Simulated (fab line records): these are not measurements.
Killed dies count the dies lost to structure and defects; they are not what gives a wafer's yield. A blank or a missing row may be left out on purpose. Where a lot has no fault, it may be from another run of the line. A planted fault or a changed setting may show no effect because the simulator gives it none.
fab line records | flow nand_harc | part 2 of 2: steps 24 to 30 of 30
record: lots: 5 | wafers: 15 | last_day: 23
route steps=1159 shown A_STAIRCASE@532
lots untouched by any fault: they come from a run of this same line in which no faults occurred
start_h: hours from the record's first day to the start of the lot's first wafer shown | wait_h: hours from the lot's prior step to this one | " unchanged from the row above | L1.1+2: a single row standing in for several wafers | - no value present, or no start provided | * or withheld: withheld | < > ~ a bound
route shown NAME@n: a module of which the file shows steps, and the number in the route of the first | usual: the fault-free wafers' mean and standard deviation | same: alike in all rows | chamber/n: place in a boat | sites: each site's reading | _std_site: their standard deviation | _edge_site: mean of outer sites minus mean of inner sites | radius_mm: how far each site lies from the wafer's centre | mask NAME#n: copy n | behind: tool/chamber where the wafer was last shaped | hold: why the lot was held/for how many hours/how that ended | device: which transistor (n, p or np) failed to switch | end of line: the route-end tests of the same wafers | for a step that has no rows: nothing shown but its recipe | killed: not the wafer's yield, but the dies lost to structure and defects at the first sort | map: shows each die of a wafer: x if killed, . if not, _ if none is there
set.NAME: the run value of the setting; set.NAME@STEP: its run value at that earlier step | model.NAME: the simulator's own value behind a step, which no gauge read
a table for each step, a row for each wafer; lots at some steps of the route
services: from which hour (start_h, from the record's first day; less than 0 if before it) a tool's chamber was out of use, for how many hours, and why
== steps ==
step: NHARC_A_STAIRCASE_TRIM_20
recipe: time_s: 211.2 | o2_flow_sccm: 500 | ar_flow_sccm: 0 | bias_w: 0 | chemistry: O2
usual: drypump_motor_current_A: 5.8/0.43 | oes_product_au: 1.000/0.0063 | rf_vpp_V: 57.8/0.92 | showerhead_plenum_p_Torr: 3.54/0.19 | throttle_valve_pct: 17.036/0.0089
lot.wafer | tool        | chamber | start_h | wait_h | drypump_motor_current_A | oes_product_au | rf_hours_counter_h | rf_vpp_V | showerhead_plenum_p_Torr | throttle_valve_pct
L082.3    | rie_diel-01 | 0       | 276.22  | 0.1    | 5.7                     | 1.008          | 47                 | 58.4     | 3.32                     | 17.027
L082.2    | "           | 1       | "       | "      | 6.1                     | 1.008          | 48                 | 58.5     | 3.67                     | 17.042
L082.6    | "           | 2       | "       | "      | 5.7                     | 0.997          | -                  | 58.1     | 3.33                     | 17.028
L084.4    | rie_diel-13 | 1       | 298.35  | 0.1    | 6.2                     | 1.001          | 4                  | 58.8     | 3.65                     | 17.032
L084.5    | "           | 2       | "       | "      | 6.0                     | 1.006          | -                  | 58.3     | 3.81                     | 17.042
L084.6    | "           | 3       | "       | "      | 6.2                     | 1.006          | -                  | 55.9     | 3.32                     | 17.037
L089.2    | rie_diel-13 | 2       | 326.92  | 0.1    | 5.9                     | 1.000          | 19                 | 58.6     | 3.80                     | 17.056
L089.4    | "           | 3       | "       | "      | 6.2                     | 0.982          | 18                 | 57.4     | 3.31                     | 17.029
L089.5    | "           | 1       | "       | "      | 6.2                     | 0.991          | -                  | 60.5     | 3.64                     | 17.031
L091.1    | rie_diel-01 | 0       | 356.35  | 0.1    | 5.7                     | 1.011          | 11                 | 59.2     | 3.30                     | 17.052
L091.4    | "           | 1       | "       | "      | 6.1                     | 0.995          | 12                 | 58.8     | 3.66                     | 17.044
L091.2    | "           | 2       | "       | "      | 5.7                     | 0.994          | 13                 | 57.3     | 3.32                     | 17.036
L095.1    | rie_diel-12 | 2       | 356.51  | 0.1    | 5.6                     | 0.990          | 41                 | 58.7     | 3.49                     | 17.022
L095.4    | "           | 0       | "       | "      | 6.2                     | 0.987          | 54                 | 55.1     | 3.53                     | 17.032
L095.5    | "           | 2       | "       | "      | 5.6                     | 0.997          | -                  | 57.3     | 3.49                     | 17.034
step: NHARC_A_STAIRCASE_ETCH_21
recipe: target_depth_a: 1000 | time_s: 40.5 | ion_energy_ev: 400 | c4f8_flow_sccm: 20 | o2_flow_sccm: 10 | ar_flow_sccm: withheld | rf_w: 600 | bias_w: 1000 | chemistry: C4F8/O2
usual: oes_product_au: 0.941/0.015 | rf_vpp_V: 896/6.8
lot.wafer | tool        | chamber | start_h | wait_h | oes_product_au | rf_hours_counter_h | rf_vpp_V
L082.3    | rie_diel-01 | 0       | -       | -      | 0.972          | 47                 | 889
L082.2    | "           | 1       | "       | "      | 0.979          | 48                 | 900
L082.6    | "           | 1       | "       | "      | 0.982          | -                  | 901
L084.4    | rie_diel-13 | 0       | -       | -      | 0.957          | 5                  | 901
L084.6    | "           | 1       | "       | "      | 0.964          | -                  | 898
L084.5    | "           | 2       | "       | "      | 0.939          | -                  | 906
L089.4    | rie_diel-13 | 0       | -       | -      | 0.946          | 16                 | 902
L089.2    | "           | 2       | "       | "      | 0.949          | 19                 | 907
L089.5    | "           | 1       | "       | "      | 0.957          | -                  | 899
L091.1    | rie_diel-01 | 2       | -       | -      | 0.961          | 13                 | 889
L091.2    | "           | 3       | "       | "      | 0.972          | 12                 | 904
L091.4    | "           | 0       | "       | "      | 0.955          | 11                 | 888
L095.4    | rie_diel-12 | 2       | -       | -      | 0.915          | 41                 | 895
L095.1    | "           | 3       | "       | "      | 0.915          | 53                 | 901
L095.5    | "           | 1       | "       | "      | 0.915          | -                  | 887
step: NHARC_A_STAIRCASE_TRIM_22
recipe: time_s: 211.2 | o2_flow_sccm: 500 | ar_flow_sccm: 0 | bias_w: 0 | chemistry: O2
usual: drypump_motor_current_A: 5.8/0.46 | oes_product_au: 1.000/0.0072 | rf_vpp_V: 57.8/0.93 | showerhead_plenum_p_Torr: 3.53/0.19 | throttle_valve_pct: 17.038/0.0088
lot.wafer | tool        | chamber | start_h | wait_h | drypump_motor_current_A | oes_product_au | rf_hours_counter_h | rf_vpp_V | showerhead_plenum_p_Torr | throttle_valve_pct
L082.2    | rie_diel-01 | 2       | -       | -      | 5.7                     | 1.003          | 52                 | 58.3     | 3.33                     | 17.051
L082.3    | "           | 3       | "       | "      | 5.6                     | 1.002          | 51                 | 58.3     | 3.78                     | 17.040
L082.6    | "           | 1       | "       | "      | 6.1                     | 1.021          | -                  | 58.5     | 3.67                     | 17.043
L084.4    | rie_diel-13 | 0       | -       | -      | 4.7                     | 1.005          | 5                  | 58.0     | 3.71                     | 17.039
L084.5    | "           | 1       | "       | "      | 6.2                     | 1.007          | -                  | 58.4     | 3.65                     | 17.037
L084.6    | "           | 2       | "       | "      | 6.0                     | 1.000          | -                  | 57.9     | 3.81                     | 17.053
L089.4    | rie_diel-13 | 2       | -       | -      | 6.0                     | 1.002          | 19                 | 59.5     | 3.80                     | 17.042
L089.2    | "           | 3       | "       | "      | 6.2                     | 0.995          | 18                 | 56.9     | 3.31                     | 17.045
L089.5    | "           | 0       | "       | "      | 4.7                     | 1.013          | -                  | 57.6     | 3.70                     | 17.033
L091.2    | rie_diel-01 | 1       | -       | -      | 6.1                     | 0.992          | 12                 | 58.1     | 3.66                     | 17.041
L091.1    | "           | 2       | "       | "      | 5.7                     | 0.992          | 13                 | 57.6     | 3.32                     | 17.048
L091.4    | "           | 0       | "       | "      | 5.7                     | 0.997          | 11                 | 58.0     | 3.30                     | 17.037
L095.4    | rie_diel-12 | 2       | -       | -      | 5.6                     | 0.993          | 41                 | 58.1     | 3.49                     | 17.038
L095.1    | "           | 3       | "       | "      | 6.2                     | 0.993          | 53                 | 57.3     | 3.67                     | 17.051
L095.5    | "           | 3       | "       | "      | 6.2                     | 1.001          | -                  | 59.1     | 3.67                     | 17.040
step: NHARC_A_STAIRCASE_ETCH_23
recipe: target_depth_a: 1000 | time_s: 40.5 | ion_energy_ev: 400 | c4f8_flow_sccm: 20 | o2_flow_sccm: 10 | ar_flow_sccm: withheld | rf_w: 600 | bias_w: 1000 | chemistry: C4F8/O2
usual: oes_product_au: 0.942/0.012 | rf_vpp_V: 896/6.9
lot.wafer | tool        | chamber | start_h | wait_h | oes_product_au | rf_hours_counter_h | rf_vpp_V
L082.3    | rie_diel-01 | 2       | -       | -      | 0.942          | 52                 | 889
L082.2    | "           | 3       | "       | "      | 0.950          | 52                 | 904
L082.6    | "           | 1       | "       | "      | 0.960          | -                  | 901
L084.4    | rie_diel-13 | 0       | -       | -      | 0.965          | 5                  | 904
L084.6    | "           | 1       | "       | "      | 0.947          | -                  | 900
L084.5    | "           | 2       | "       | "      | 0.937          | -                  | 906
L089.4    | rie_diel-13 | 2       | -       | -      | 0.950          | 19                 | 907
L089.2    | "           | 0       | "       | "      | 0.936          | 16                 | 902
L089.5    | "           | 3       | "       | "      | 0.934          | -                  | 888
L091.1    | rie_diel-01 | 2       | -       | -      | 0.945          | 13                 | 887
L091.2    | "           | 3       | "       | "      | 0.958          | 12                 | 904
L091.4    | "           | 1       | "       | "      | 0.941          | 12                 | 900
L095.4    | rie_diel-12 | 2       | -       | -      | 0.920          | 41                 | 895
L095.1    | "           | 3       | "       | "      | 0.932          | 53                 | 901
L095.5    | "           | 2       | "       | "      | 0.933          | -                  | 894
step: NHARC_A_STAIRCASE_TRIM_24
recipe: time_s: 211.2 | o2_flow_sccm: 500 | ar_flow_sccm: 0 | bias_w: 0 | chemistry: O2
usual: drypump_motor_current_A: 5.8/0.44 | oes_product_au: 1.000/0.0072 | rf_vpp_V: 57.8/0.89 | showerhead_plenum_p_Torr: 3.53/0.19 | throttle_valve_pct: 17.036/0.0089
lot.wafer | tool        | chamber | start_h | wait_h | drypump_motor_current_A | oes_product_au | rf_hours_counter_h | rf_vpp_V | showerhead_plenum_p_Torr | throttle_valve_pct
L082.3    | rie_diel-01 | 3       | -       | -      | 5.6                     | 1.003          | 52                 | 57.3     | 3.78                     | 17.032
L082.2    | "           | 2       | "       | "      | 5.7                     | 1.005          | 52                 | 58.6     | 3.33                     | 17.030
L082.6    | "           | 3       | "       | "      | 5.6                     | 1.010          | -                  | 58.6     | 3.78                     | 17.016
L084.4    | rie_diel-13 | 2       | -       | -      | 6.0                     | 1.012          | 5                  | 58.2     | 3.81                     | 17.028
L084.6    | "           | 2       | "       | "      | 6.0                     | 1.006          | -                  | 58.4     | 3.81                     | 17.032
L084.5    | "           | 3       | "       | "      | 6.1                     | 0.999          | -                  | 56.5     | 3.32                     | 17.027
L089.4    | rie_diel-13 | 0       | -       | -      | 4.7                     | 1.001          | 16                 | 57.7     | 3.70                     | 17.050
L089.2    | "           | 1       | "       | "      | 6.2                     | 1.007          | 17                 | 56.6     | 3.64                     | 17.047
L089.5    | "           | 3       | "       | "      | 6.1                     | 0.994          | -                  | 57.2     | 3.31                     | 17.036
L091.4    | rie_diel-01 | 1       | -       | -      | 6.1                     | 0.996          | 12                 | 58.4     | 3.66                     | 17.041
L091.1    | "           | 2       | "       | "      | 5.7                     | 0.995          | 13                 | 55.5     | 3.32                     | 17.031
L091.2    | "           | 3       | "       | "      | 5.6                     | 1.000          | 13                 | 58.3     | 3.76                     | 17.044
L095.1    | rie_diel-12 | 0       | -       | -      | 6.1                     | 0.998          | 54                 | 56.9     | 3.53                     | 17.042
L095.4    | "           | 1       | "       | "      | 5.8                     | 0.995          | 49                 | 56.8     | 3.32                     | 17.044
L095.5    | "           | 3       | "       | "      | 6.2                     | 0.992          | -                  | 57.8     | 3.67                     | 17.028
step: NHARC_A_STAIRCASE_ETCH_25
recipe: target_depth_a: 1000 | time_s: 40.5 | ion_energy_ev: 400 | c4f8_flow_sccm: 20 | o2_flow_sccm: 10 | ar_flow_sccm: withheld | rf_w: 600 | bias_w: 1000 | chemistry: C4F8/O2
usual: oes_product_au: 0.940/0.01 | rf_vpp_V: 896/6.9
lot.wafer | tool        | chamber | start_h | wait_h | oes_product_au | rf_hours_counter_h | rf_vpp_V
L082.2    | rie_diel-01 | 2       | -       | -      | 0.934          | 53                 | 890
L082.3    | "           | 0       | "       | "      | 0.955          | 48                 | 888
L082.6    | "           | 2       | "       | "      | 0.932          | -                  | 889
L084.4    | rie_diel-13 | 1       | -       | -      | 0.955          | 4                  | 899
L084.6    | "           | 1       | "       | "      | 0.956          | -                  | 901
L084.5    | "           | 2       | "       | "      | 0.943          | -                  | 905
L089.4    | rie_diel-13 | 2       | -       | -      | 0.952          | 19                 | 904
L089.2    | "           | 3       | "       | "      | 0.938          | 18                 | 888
L089.5    | "           | 0       | "       | "      | 0.930          | -                  | 902
L091.1    | rie_diel-01 | 1       | -       | -      | 0.928          | 12                 | 900
L091.2    | "           | 2       | "       | "      | 0.944          | 13                 | 889
L091.4    | "           | 3       | "       | "      | 0.954          | 13                 | 904
L095.4    | rie_diel-12 | 3       | -       | -      | 0.916          | 53                 | 901
L095.1    | "           | 0       | "       | "      | 0.930          | 54                 | 896
L095.5    | "           | 2       | "       | "      | 0.923          | -                  | 896
step: NHARC_A_STAIRCASE_TRIM_26
recipe: time_s: 211.2 | o2_flow_sccm: 500 | ar_flow_sccm: 0 | bias_w: 0 | chemistry: O2
usual: drypump_motor_current_A: 5.8/0.44 | oes_product_au: 1.001/0.0071 | rf_vpp_V: 57.9/0.98 | showerhead_plenum_p_Torr: 3.53/0.19 | throttle_valve_pct: 17.036/0.0084
lot.wafer | tool        | chamber | start_h | wait_h | drypump_motor_current_A | oes_product_au | rf_hours_counter_h | rf_vpp_V | showerhead_plenum_p_Torr | throttle_valve_pct
L082.2    | rie_diel-01 | 2       | -       | -      | 5.7                     | 1.007          | 53                 | 57.5     | 3.33                     | 17.029
L082.3    | "           | 1       | "       | "      | 6.1                     | 1.005          | 49                 | 59.5     | 3.67                     | 17.033
L082.6    | "           | 3       | "       | "      | 5.6                     | 0.993          | -                  | 58.4     | 3.78                     | 17.031
L084.4    | rie_diel-13 | 2       | -       | -      | 6.0                     | 0.999          | 5                  | 57.5     | 3.81                     | 17.042
L084.6    | "           | 2       | "       | "      | 6.0                     | 1.017          | -                  | 58.3     | 3.80                     | 17.045
L084.5    | "           | 3       | "       | "      | 6.2                     | 0.997          | -                  | 57.0     | 3.32                     | 17.026
L089.2    | rie_diel-13 | 2       | -       | -      | 6.0                     | 0.995          | 19                 | 59.4     | 3.80                     | 17.022
L089.4    | "           | 3       | "       | "      | 6.1                     | 0.992          | 19                 | 57.4     | 3.31                     | 17.030
L089.5    | "           | 2       | "       | "      | 6.0                     | 1.012          | -                  | 60.1     | 3.80                     | 17.035
L091.4    | rie_diel-01 | 1       | -       | -      | 6.1                     | 1.013          | 12                 | 56.9     | 3.66                     | 17.041
L091.2    | "           | 2       | "       | "      | 5.7                     | 0.994          | 13                 | 57.6     | 3.32                     | 17.038
L091.1    | "           | 3       | "       | "      | 5.6                     | 1.004          | 13                 | 58.5     | 3.76                     | 17.050
L095.1    | rie_diel-12 | 2       | -       | -      | 5.6                     | 0.995          | 41                 | 57.0     | 3.49                     | 17.050
L095.4    | "           | 1       | "       | "      | 5.8                     | 1.001          | 50                 | 57.0     | 3.32                     | 17.031
L095.5    | "           | 3       | "       | "      | 6.2                     | 0.995          | -                  | 57.3     | 3.67                     | 17.027
== services ==
tool            | chamber | start_h | hours | kind
krf_scanner-04  | -       | 256.62  | 4.0   | pm
rie_diel-01     | 0       | 269.37  | -     | clean
rie_diel-01     | 1       | 269.37  | -     | clean
rie_diel-01     | 2       | 269.37  | -     | clean
rie_diel-01     | 3       | 269.37  | -     | clean
wet_bench-07    | -       | 272.00  | 8.0   | pm
plasma_asher-01 | -       | 276.07  | 9.0   | pm
rie_diel-13     | -       | 276.21  | 9.0   | pm
rie_diel-01     | 0       | 293.87  | -     | clean
rie_diel-01     | 1       | 293.87  | -     | clean
rie_diel-01     | 2       | 293.87  | -     | clean
rie_diel-01     | 3       | 293.87  | -     | clean
plasma_asher-02 | -       | 294.72  | 5.0   | repair
rie_diel-12     | 2       | 310.57  | 12.3  | repair
plasma_asher-01 | -       | 313.92  | 3.0   | repair
rie_diel-01     | -       | 314.82  | 9.0   | pm
rie_diel-01     | 0       | 314.82  | 9.0   | vent_cycle
rie_diel-01     | 1       | 314.82  | 9.0   | vent_cycle
rie_diel-01     | 2       | 314.82  | 9.0   | vent_cycle
rie_diel-01     | 3       | 314.82  | 9.0   | vent_cycle
krf_scanner-02  | -       | 321.05  | 0.4   | repair
rie_diel-01     | 0       | 323.82  | -     | clean
rie_diel-01     | 1       | 323.82  | -     | clean
rie_diel-01     | 2       | 323.82  | -     | clean
